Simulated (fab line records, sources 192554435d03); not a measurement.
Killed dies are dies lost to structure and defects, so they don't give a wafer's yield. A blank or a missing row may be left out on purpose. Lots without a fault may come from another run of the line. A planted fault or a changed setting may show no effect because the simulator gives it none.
Chamber matching | flow n5_finfet | N5_BEOL_M13_TRENCH_ETCH_34 on rie_diel-01: 4 sister chambers
The step etches SiOC in C4F8/O2/Ar, target depth 413.47 nm, time 162.6 s. 4 wafers are shown with their chamber, then 8 later ones without.

WAFERS WITH THEIR CHAMBER
wafer  | chamber | showerhead_plenum_p_Torr (Torr)
L084.5 | 1       | 3.38
L086.3 | 0       | 3.29
L086.6 | 2       | 3.58
L085.3 | 3       | 3.32

WAFERS WITHOUT THEIR CHAMBER
wafer  | showerhead_plenum_p_Torr (Torr)
L085.4 | 3.29
L085.6 | 3.29
L088.3 | 3.38
L088.5 | 3.29
L088.6 | 3.38
L079.1 | 3.28
L079.2 | 3.37
L079.6 | 3.28

WHICH CHAMBER EACH WENT THROUGH
wafer  | from the rows above | in truth
L085.4 | 0                   | 0
L085.6 | 0                   | 0
L088.3 | 1                   | 1
L088.5 | 0                   | 0
L088.6 | 1                   | 1
L079.1 | 0                   | 0
L079.2 | 1                   | 1
L079.6 | 0                   | 0
Placed correctly: 8 of 8. Can't be placed from these rows: 0. Placed wrongly: 0.
How it was worked out, from the rows above alone: a wafer's distance from a chamber is the root of the sum, over the readings, of the square of ((its reading less the chamber's mean) divided by the reading's scatter). The wafer belongs to the nearest chamber; if the next one is less than 2 further off, it can't be placed. A chamber's mean is the mean of its shown wafers. The scatter: with one shown wafer a chamber, the root of the mean of the squares of how far each hidden wafer lies from its nearest shown one.
